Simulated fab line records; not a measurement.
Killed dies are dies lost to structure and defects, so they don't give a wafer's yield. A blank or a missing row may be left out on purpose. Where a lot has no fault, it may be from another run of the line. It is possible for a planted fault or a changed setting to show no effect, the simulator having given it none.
fab line records -- flow nand-harc
record: lots: 11, wafers: 33, last-day: 25
route steps=1159 shown A_CONTACT@938 END@1159
lots that met no fault: taken from a fault-free run of the same line
start-h: hours from the record's first day to the start of the lot's first wafer shown -- wait-h: hours elapsed since this lot's preceding step -- " repeats the value in the row above -- L1.1+2: a single row standing in for several wafers -- - no value, or no start given -- * or withheld: withheld -- < > ~ a bound
route shown NAME@n: names a module that has steps shown in the file, with the first one's number in the route -- usual: average and standard deviation across the fault-free wafers -- same: alike in all rows -- chamber/n: place in a boat -- sites: readings site by site -- _std_site: standard deviation of those values -- _edge_site: mean of outer sites minus mean of inner sites -- radius-mm: how far each site lies from the wafer's centre -- mask NAME#n: copy n -- behind: the tool/chamber that last shaped the wafer -- hold: reason for holding the lot/hours on hold/outcome of the hold -- device: the transistor (n, p or np) that didn't switch -- end of line: tests run on the same wafers once the route is complete -- where a step has no rows: the recipe by itself -- killed: dies that structure and defects cost at the first sort, which is not the same as the wafer's yield -- map: per-die view of a wafer (x killed, . not killed, _ where there is no die)
set.NAME: setting as actually run; set.NAME@STEP: the setting as run at that earlier step -- model.NAME: the simulator's own value behind a step, which no gauge read
a sample of lots followed through the steps of the route, with each step as a table and each wafer as a row
services: from which hour (start-h, from the record's first day; less than 0 if before it) a tool's chamber was out of use, for how many hours, and why
== steps ==
step: NHARC_A_CONTACT_DESCUM_13
recipe: time-s: 3, o2-flow-sccm: 200, ar-flow-sccm: 0, bias-power-w: 0, chemistry: O2
usual: drypump-motor-current-A: 5.4/0.45, oes-product-au: 1.005/0.011, rf-vpp-V: 57.7/0.84, showerhead-plenum-p-Torr: 1.89/0.064, throttle-valve-pct: 11.312/0.008
lot.wafer,tool,chamber,start-h,wait-h,drypump-motor-current-A,oes-product-au,rf-hours-counter-h,rf-vpp-V,showerhead-plenum-p-Torr,throttle-valve-pct
L686.1,rie-diel-02,1,389.32,0.1,5.5,1.021,18,56.7,1.93,11.309
L686.4,rie-diel-02,3,389.32,0.1,5.4,1.021,12,58.5,1.91,11.310
L686.5,rie-diel-02,1,389.32,0.1,5.5,1.020,-,56.8,1.93,11.310
L688.1,rie-diel-04,0,391.29,0.1,5.6,1.007,40,57.7,1.90,11.309
L688.2,rie-diel-04,3,391.29,0.1,5.2,0.991,35,57.9,1.81,11.306
L688.6,rie-diel-04,1,391.29,0.1,4.9,1.016,-,57.9,1.90,11.326
L687.4,rie-diel-12,1,394.00,0.1,4.7,0.986,0,57.6,2.01,11.310
L687.2,rie-diel-12,2,394.00,0.1,5.1,1.006,0,59.1,1.87,11.306
L687.6,rie-diel-12,2,394.00,0.1,5.1,1.022,-,58.4,1.87,11.300
L690.1,rie-diel-12,0,400.69,0.1,5.5,0.989,2,58.6,1.90,11.300
L690.2,rie-diel-12,1,400.69,0.1,4.7,1.002,2,58.7,2.01,11.313
L690.5,rie-diel-12,2,400.69,0.1,5.1,1.013,-,58.6,1.87,11.321
L692.4,rie-diel-02,0,417.29,0.1,6.0,1.013,25,57.7,1.87,11.329
L692.6,rie-diel-02,0,417.29,0.1,6.0,1.010,-,57.7,1.87,11.302
L692.5,rie-diel-02,1,417.29,0.1,5.5,1.023,-,58.3,1.93,11.301
L699.4,rie-diel-12,1,454.56,0.1,4.7,0.992,11,58.9,2.00,11.313
L699.2,rie-diel-12,2,454.56,0.1,5.2,1.001,11,57.9,1.87,11.306
L699.5,rie-diel-12,0,454.56,0.1,5.5,0.991,-,57.8,1.90,11.307
L701.3,rie-diel-12,2,474.38,0.1,5.2,1.018,16,57.8,1.86,11.325
L701.1,rie-diel-12,3,474.38,0.1,6.2,1.000,16,57.9,1.82,11.322
L701.6,rie-diel-12,2,474.38,0.1,5.1,1.006,-,56.8,1.86,11.329
L702.3,rie-diel-04,2,487.06,0.1,5.8,1.028,4,58.0,1.87,11.299
L702.2,rie-diel-04,3,487.06,0.1,5.2,1.009,4,57.9,1.81,11.303
L702.4,rie-diel-04,0,487.06,0.1,5.6,1.006,-,56.8,1.89,11.329
L706.2,rie-diel-12,3,507.35,0.1,6.2,0.996,23,58.8,1.82,11.301
L706.1,rie-diel-12,0,507.35,0.1,5.5,0.979,22,58.6,1.90,11.309
L706.4,rie-diel-12,2,507.35,0.1,5.1,1.011,23,56.5,1.86,11.315
L708.4,rie-diel-12,2,514.24,0.1,5.2,1.008,25,56.2,1.86,11.312
L708.1,rie-diel-12,3,514.24,0.1,6.2,0.992,24,56.9,1.82,11.310
L708.6,rie-diel-12,3,514.24,0.1,6.2,0.999,-,57.2,1.82,11.322
L707.3,rie-diel-02,0,520.86,0.1,5.9,1.013,2,57.3,1.86,11.298
L707.1,rie-diel-02,1,520.86,0.1,5.5,1.013,2,56.2,1.92,11.328
L707.5,rie-diel-02,0,520.86,0.1,6.0,1.019,-,58.9,1.86,11.308
step: NHARC_A_CONTACT_ETCH_136
recipe: source-w: withheld, pressure-mtorr: 20, bias-v: 3000, time-s: 132, target-depth-a: 12870, ar-flow-sccm: withheld, c4f8-flow-sccm: withheld, o2-flow-sccm: withheld, chemistry: C4F8/O2/Ar
lot.wafer,tool,chamber,start-h,wait-h,rf-hours-counter-h
L686.1,har-cap-etch-03,0,390.69,0.1,82
L686.4,har-cap-etch-03,1,390.69,0.1,-
L686.5,har-cap-etch-03,0,390.69,0.1,-
L688.2,har-cap-etch-02,0,392.73,0.1,15
L688.1,har-cap-etch-02,1,392.73,0.1,15
L688.6,har-cap-etch-02,0,392.73,0.1,-
L687.2,har-cap-etch-03,1,395.95,0.1,82
L687.4,har-cap-etch-03,1,395.95,0.1,-
L687.6,har-cap-etch-03,1,395.95,0.1,-
L690.1,har-cap-etch-03,0,402.09,0.1,83
L690.2,har-cap-etch-03,1,402.09,0.1,83
L690.5,har-cap-etch-03,0,402.09,0.1,-
L692.4,har-cap-etch-02,1,418.78,0.1,-
L692.6,har-cap-etch-02,0,418.78,0.1,-
L692.5,har-cap-etch-02,1,418.78,0.1,-
L699.2,har-cap-etch-01,1,455.94,0.1,72
L699.4,har-cap-etch-01,1,455.94,0.1,-
L699.5,har-cap-etch-01,1,455.94,0.1,-
L701.1,har-cap-etch-02,0,476.65,0.1,30
L701.3,har-cap-etch-02,1,476.65,0.1,-
L701.6,har-cap-etch-02,0,476.65,0.1,-
L702.2,har-cap-etch-03,1,488.56,0.1,99
L702.3,har-cap-etch-03,1,488.56,0.1,-
L702.4,har-cap-etch-03,0,488.56,0.1,-
L706.1,har-cap-etch-01,1,508.76,0.1,79
L706.2,har-cap-etch-01,0,508.76,0.1,79
L706.4,har-cap-etch-01,1,508.76,0.1,-
L708.1,har-cap-etch-03,1,515.79,0.1,104
L708.4,har-cap-etch-03,1,515.79,0.1,-
L708.6,har-cap-etch-03,0,515.79,0.1,-
L707.1,har-cap-etch-03,1,522.24,0.1,104
L707.3,har-cap-etch-03,1,522.24,0.1,-
L707.5,har-cap-etch-03,0,522.24,0.1,-
step: NHARC_A_CONTACT_STRIP_26
recipe: o2-flow-sccm: 500, ar-flow-sccm: 0, bias-w: 0, chemistry: O2
usual: drypump-motor-current-A: 5.4/0.46, oes-product-au: 1.006/0.01, rf-vpp-V: 57.6/0.9, showerhead-plenum-p-Torr: 3.50/0.11, throttle-valve-pct: 17.037/0.0094
lot.wafer,tool,chamber,start-h,wait-h,drypump-motor-current-A,oes-product-au,rf-hours-counter-h,rf-vpp-V,showerhead-plenum-p-Torr,throttle-valve-pct
L686.4,rie-diel-12,1,-,-,4.7,0.996,0,58.6,3.69,17.046
L686.1,rie-diel-12,3,-,-,6.2,0.996,0,56.0,3.37,17.034
L686.5,rie-diel-12,1,-,-,4.7,1.003,-,58.6,3.69,17.040
L688.1,rie-diel-12,1,-,-,4.7,0.998,1,58.5,3.69,17.037
L688.2,rie-diel-12,3,-,-,6.2,0.998,1,55.7,3.37,17.048
L688.6,rie-diel-12,1,-,-,4.7,1.002,-,57.8,3.69,17.035
L687.2,rie-diel-12,3,-,-,6.1,1.000,1,56.9,3.37,17.026
L687.4,rie-diel-12,2,-,-,5.2,1.004,1,58.7,3.45,17.030
L687.6,rie-diel-12,0,-,-,5.5,0.987,-,57.1,3.51,17.027
L690.1,rie-diel-12,2,-,-,5.2,1.005,3,56.7,3.45,17.041
L690.2,rie-diel-12,3,-,-,6.2,1.002,3,57.3,3.37,17.045
L690.5,rie-diel-12,1,-,-,4.7,1.005,-,58.4,3.69,17.050
L692.4,rie-diel-12,2,-,-,5.2,1.018,5,58.6,3.45,17.041
L692.6,rie-diel-12,2,-,-,5.2,1.005,-,58.2,3.45,17.025
L692.5,rie-diel-12,3,-,-,6.2,1.000,-,56.7,3.37,17.033
L699.4,rie-diel-12,1,-,-,4.7,1.004,12,57.3,3.68,17.047
L699.2,rie-diel-12,2,-,-,5.2,1.004,12,58.8,3.45,17.066
L699.5,rie-diel-12,3,-,-,6.2,0.996,-,57.1,3.37,17.042
L701.1,rie-diel-04,1,-,-,4.9,1.025,1,57.9,3.49,17.047
L701.3,rie-diel-04,2,-,-,5.8,1.028,1,57.6,3.45,17.039
L701.6,rie-diel-04,0,-,-,5.6,1.010,-,56.2,3.48,17.029
L702.3,rie-diel-02,2,-,-,5.2,1.011,55,58.9,3.78,17.041
L702.2,rie-diel-02,0,-,-,6.0,1.009,55,58.4,3.44,17.036
L702.4,rie-diel-02,1,-,-,5.5,0.999,54,57.9,3.55,17.055
L706.4,rie-diel-12,3,-,-,6.2,0.987,24,57.7,3.36,17.045
L706.1,rie-diel-12,0,-,-,5.5,0.988,23,58.8,3.50,17.034
L706.2,rie-diel-12,1,-,-,4.7,0.998,25,57.7,3.68,17.044
L708.1,rie-diel-04,0,517.39,0.1,5.6,1.009,19,57.3,3.47,17.043
L708.4,rie-diel-04,1,517.39,0.1,4.9,1.015,-,56.8,3.48,17.030
L708.6,rie-diel-04,1,517.39,0.1,4.9,1.022,-,56.9,3.48,17.037
L707.1,rie-diel-12,2,-,-,5.2,1.005,27,58.0,3.44,17.028
L707.3,rie-diel-12,3,-,-,6.2,0.986,26,56.8,3.36,17.060
L707.5,rie-diel-12,2,-,-,5.2,0.999,-,58.2,3.44,17.039
step: NHARC_A_CONTACT_CVD_19
recipe: target-thk-a: 3000, temp-c: 300, pressure-torr: 40, wf6-flow-sccm: 40, h2-flow-sccm: 1600, ar-flow-sccm: 1560, time-s: 802, material: W
usual: chamber-pressure-Torr: 40.01/0.096, heater-power-w: 488/15, throttle-valve-pct: 7.89/0.23
lot.wafer,tool,chamber,start-h,wait-h,chamber-pressure-Torr,heater-power-w,throttle-valve-pct
L686.1,cvd-w-02,1,396.97,-,40.03,502,7.85
L686.4,cvd-w-02,1,396.97,-,39.85,482,7.72
L686.5,cvd-w-02,1,396.97,-,39.87,483,7.79
L688.1,cvd-w-02,0,398.13,-,40.01,475,7.51
L688.2,cvd-w-02,1,398.13,-,40.07,486,7.64
L688.6,cvd-w-02,0,398.13,-,40.00,464,7.64
L687.2,cvd-w-01,1,398.73,-,39.90,493,7.90
L687.4,cvd-w-01,0,398.73,-,40.13,494,8.23
L687.6,cvd-w-01,0,398.73,-,40.24,509,8.10
L687.2,cvd-w-01,1,399.75,0.9,39.96,482,7.82
L687.4,cvd-w-01,0,399.75,0.9,40.01,496,8.21
L687.6,cvd-w-01,0,399.75,0.9,40.10,505,7.92
L690.2,cvd-w-01,0,407.71,-,39.99,493,8.21
L690.1,cvd-w-01,1,407.71,-,39.94,492,7.80
L690.5,cvd-w-01,1,407.71,-,39.98,497,7.88
L692.4,cvd-w-02,0,424.61,-,40.10,466,7.37
L692.5,cvd-w-02,0,424.61,-,39.97,460,7.78
L692.6,cvd-w-02,1,424.61,-,39.94,493,8.11
L692.4,cvd-w-02,0,428.21,3.5,40.02,473,7.62
L692.5,cvd-w-02,0,428.21,3.5,40.02,462,7.58
L692.6,cvd-w-02,1,428.21,3.5,39.87,502,7.97
L699.2,cvd-w-01,1,458.21,-,39.77,474,7.80
L699.4,cvd-w-01,1,458.21,-,39.75,488,7.93
L699.5,cvd-w-01,0,458.21,-,40.02,508,8.06
L701.1,cvd-w-02,0,481.58,-,40.02,458,7.67
L701.3,cvd-w-02,0,481.58,-,39.92,474,7.73
L701.6,cvd-w-02,0,481.58,-,40.03,472,7.56
L702.2,cvd-w-02,0,494.08,-,40.03,468,7.53
L702.4,cvd-w-02,0,494.08,-,40.06,458,7.51
L702.3,cvd-w-02,1,494.08,-,40.02,492,8.01
L706.2,cvd-w-02,0,510.96,-,39.92,468,7.82
L706.1,cvd-w-02,1,510.96,-,39.98,508,8.10
L706.4,cvd-w-02,0,510.96,-,40.00,465,7.69
L708.1,cvd-w-02,0,520.36,-,39.94,476,7.76
L708.4,cvd-w-02,0,520.36,-,40.16,475,7.77
L708.6,cvd-w-02,0,520.36,-,40.02,479,8.00
L707.1,cvd-w-01,1,528.25,-,39.89,503,7.96
L707.3,cvd-w-01,0,528.25,-,40.11,478,7.99
L707.5,cvd-w-01,0,528.25,-,40.01,482,7.92
step: NHARC_A_CONTACT_CMP_20
recipe: t-overpolish-s: 30, target-thk-nm: 300
usual: motor-current-A: 12.2/1.5, overpolish-run-s: 30.001/0.0084, time-to-endpoint-s: 59.0/2.8
lot.wafer,tool,chamber,start-h,wait-h,motor-current-A,overpolish-run-s,time-to-endpoint-s
L686.4,cmp-01,2,397.73,0.4,10.4,30.003,64.5
L686.1,cmp-01,3,397.73,0.4,11.8,29.994,59.4
L686.5,cmp-01,2,397.73,0.4,10.7,30.004,65.0
L688.1,cmp-03,1,399.02,0.8,13.9,29.991,58.1
L688.2,cmp-03,2,399.02,0.8,12.7,29.996,59.9
L688.6,cmp-03,1,399.02,0.8,14.0,30.006,56.5
L687.4,cmp-01,2,400.62,0.6,9.8,29.998,120.8
L687.2,cmp-01,3,400.62,0.6,11.7,30.004,119.6
L687.6,cmp-01,2,400.62,0.6,9.8,29.997,124.8
L690.1,cmp-03,3,408.61,0.7,10.5,29.997,57.1
L690.2,cmp-03,1,408.61,0.7,13.9,29.999,59.5
L690.5,cmp-03,0,408.61,0.7,13.2,30.001,62.4
L692.4,cmp-04,2,429.07,0.7,12.3,30.004,122.6
L692.5,cmp-04,0,429.07,0.7,12.8,29.999,119.6
L692.6,cmp-04,1,429.07,0.7,8.8,30.005,111.4
L699.2,cmp-01,1,459.00,0.7,12.4,29.996,62.0
L699.4,cmp-01,3,459.00,0.7,10.8,30.007,57.9
L699.5,cmp-01,1,459.00,0.7,12.8,30.008,61.2
L701.1,cmp-01,3,482.49,0.8,11.7,29.994,58.2
L701.3,cmp-01,2,482.49,0.8,11.1,30.001,58.5
L701.6,cmp-01,3,482.49,0.8,11.6,30.007,56.7
L702.4,cmp-04,0,494.97,0.5,12.8,29.991,58.2
L702.2,cmp-04,1,494.97,0.5,9.2,30.012,58.8
L702.3,cmp-04,3,494.97,0.5,11.8,29.995,57.2
L706.4,cmp-04,2,511.85,0.5,12.4,30.015,61.5
L706.2,cmp-04,3,511.85,0.5,11.3,30.004,58.8
L706.1,cmp-04,0,511.85,0.5,12.3,29.985,58.0
L708.4,cmp-01,3,521.18,0.5,12.0,29.998,58.5
L708.1,cmp-01,0,521.18,0.5,14.2,29.993,57.4
L708.6,cmp-01,1,521.18,0.5,11.7,30.014,60.2
L707.1,cmp-03,0,529.17,0.8,12.8,30.004,57.4
L707.3,cmp-03,1,529.17,0.8,14.4,30.011,59.0
L707.5,cmp-03,0,529.17,0.8,12.6,29.999,60.9
step: NHARC_END_SORT_01
recipe: temp-c: 25
usual: killed-at-array: 27/11, killed-at-other: 0.7/1.1, killed-at-periphery: 3.4/2.1, killed-dies: 31/12, killed-open: 3.6/2, killed-short: 2.0/1.3
same: gross-dies: 677
lot.wafer,tool,chamber,start-h,wait-h,killed-at-array,killed-at-other,killed-at-periphery,killed-dies,killed-open,killed-short
L692.4,prober-02,0,485.28,3.4,11,0,5,16,0,0
L692.6,prober-02,0,486.90,4.1,15,0,1,16,4,0
killed by level:class
L692.4 A_STAIRCASE:chamber-film-flake=6 A_BLC:chamber-film-flake=3 P_ZERO_WELL:chamber-film-flake=2 P_STI:chamber-film-flake=2 A_CHANNEL_HOLE_D1:chamber-film-flake=2 P_GATE:chamber-film-flake=1
L692.6 A_CHANNEL_HOLE_D1:chamber-film-flake=3 A_STAIRCASE:chamber-film-flake=3 A_ZERO_WELL:chamber-film-flake=2 A_CONTACT:chamber-film-flake=2 A_BLC:chamber-film-flake=2 P_M1:geometric-particle:open=1 A_ONON_D1:geometric-particle:open=1 A_WL_FILL:geometric-particle:open=1
== services ==
tool,chamber,start-h,hours,kind
cmp-01,-,375.50,4.0,pm
rie-diel-12,1,377.90,11.2,repair
cvd-w-02,-,379.10,13.0,pm
rie-diel-12,-,379.40,9.0,pm
cmp-01,-,385.68,0.8,repair
cmp-01,-,394.23,0.4,repair
cmp-04,-,399.14,4.0,pm
cmp-04,-,431.21,12.0,repair
cmp-03,-,448.74,0.3,repair
cmp-03,-,450.02,4.0,pm
cmp-01,-,453.25,4.0,repair
cmp-03,-,460.70,5.9,repair
rie-diel-04,-,465.99,9.0,pm
cmp-01,-,468.75,3.8,repair
rie-diel-02,1,476.65,8.6,repair
cvd-w-01,-,481.51,13.0,pm
cmp-03,-,482.16,1.9,repair
rie-diel-04,1,482.68,7.7,repair
cmp-04,-,484.82,4.7,repair
rie-diel-04,0,495.01,1.6,repair
rie-diel-04,2,505.53,21.7,repair
rie-diel-02,-,505.76,9.0,pm
rie-diel-04,3,517.27,2.7,repair
rie-diel-04,1,528.60,1.7,repair
== key ==
first-sign: step: NHARC_A_CONTACT_CVD_19, reading: visit, direction: added
effect: step: NHARC_A_CONTACT_CMP_20, reading: time-to-endpoint-s, direction: up, sigmas: 22, usual: *, struck: *
met-at NHARC_A_CONTACT_CVD_19
struck-lots L687,L692
rows-end L692.5
tester-left-out L687,L692
not-acting-at NHARC_A_CONTACT_DESCUM_13,NHARC_A_CONTACT_ETCH_136,NHARC_A_CONTACT_STRIP_26
fault: kind: repeated-step-whole, tool: cvd-w-01,cvd-w-02, chamber: -, onset-h: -, steps: NHARC_A_CONTACT_CVD_19, times: 1, scope: struck-lots-only
tester-left-out: of these lots the tester's yield and bins aren't shown, on N5 and GAA mostly nor the transistor test; their killed dies are dies lost to structure and defects alone, not to doping, threshold or leakage, so they don't give the yield
rows-end: these wafers met a further fault down the route, and their rows from its step on are left out
